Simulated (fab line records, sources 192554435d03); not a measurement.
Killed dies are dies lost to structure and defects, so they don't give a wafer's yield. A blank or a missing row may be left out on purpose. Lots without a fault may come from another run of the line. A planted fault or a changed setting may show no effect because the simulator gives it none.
Chamber matching | flow n5_finfet | N5_BEOL_M7_ALD_77 on ald_metal-04: 4 sister chambers
The step deposits TaN, target thk 2 nm, pulse time 2 s, purge time 3 s. 22 wafers are shown with their chamber, then 11 later ones without.

WAFERS WITH THEIR CHAMBER
wafer  | chamber | heater_power_w (W) | chamber_pressure_Torr (Torr)
L074.2 | 1       | 447                | 2.995
L074.3 | 3       | 382                | 2.998
L074.5 | 1       | 444                | 2.995
L076.1 | 1       | 431                | 3.001
L076.3 | 0       | 359                | 2.992
L076.6 | 1       | 450                | 3.001
L078.1 | 1       | 434                | 3.004
L078.3 | 0       | 354                | 3.018
L078.5 | 2       | 424                | 2.993
L079.1 | 0       | 347                | 2.995
L079.4 | 2       | 430                | 3.001
L079.6 | 2       | 421                | 2.996
L082.2 | 3       | 388                | 2.986
L082.4 | 0       | 350                | 3.005
L082.5 | 0       | 350                | 3.011
L083.1 | 0       | 342                | 3.001
L083.4 | 1       | 439                | 3.001
L083.5 | 1       | 441                | 3.000
L084.1 | 0       | 340                | 2.995
L084.5 | 2       | 434                | 3.010
L084.6 | 1       | 441                | 3.008
L086.1 | 3       | 392                | 2.991

SIGNATURES (means of the wafers above)
reading               | chamber 0 | chamber 1 | chamber 2 | chamber 3 | scatter within a chamber
heater_power_w        | 348.86    | 440.88    | 427.25    | 387.33    | 6.21
chamber_pressure_Torr | 3.00243   | 3.00062   | 3.00000   | 2.99167   | 0.00712
Rule: a wafer's distance from a chamber is the root of the sum, over the readings, of the square of ((its reading less the chamber's mean) divided by the reading's scatter). The wafer belongs to the nearest chamber; if the next one is less than 2 further off, it can't be placed. The scatter: the root of (the sum of the squares of (reading less its chamber's mean) over the shown wafers, divided by (wafers less chambers)).

WAFERS WITHOUT THEIR CHAMBER
wafer  | heater_power_w (W) | chamber_pressure_Torr (Torr)
L086.2 | 416                | 2.999
L086.4 | 351                | 3.010
L089.1 | 394                | 3.001
L089.3 | 430                | 2.996
L089.4 | 433                | 2.998
L091.1 | 346                | 2.994
L091.2 | 433                | 2.992
L091.4 | 443                | 3.002
L096.1 | 421                | 3.006
L096.5 | 335                | 2.999
L096.6 | 360                | 3.014

WHICH CHAMBER EACH WENT THROUGH
wafer  | from the rows above     | in truth
L086.2 | 2                       | 2
L086.4 | 0                       | 0
L089.1 | 3                       | 3
L089.3 | can't be placed: 2 or 1 | 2
L089.4 | can't be placed: 2 or 1 | 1
L091.1 | 0                       | 0
L091.2 | can't be placed: 2 or 1 | 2
L091.4 | 1                       | 1
L096.1 | can't be placed: 2 or 1 | 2
L096.5 | 0                       | 0
L096.6 | 0                       | 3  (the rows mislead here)
Placed correctly: 6 of 11. Can't be placed from these rows: 4 (the true chamber is among the candidates in 4). Placed wrongly: 1.
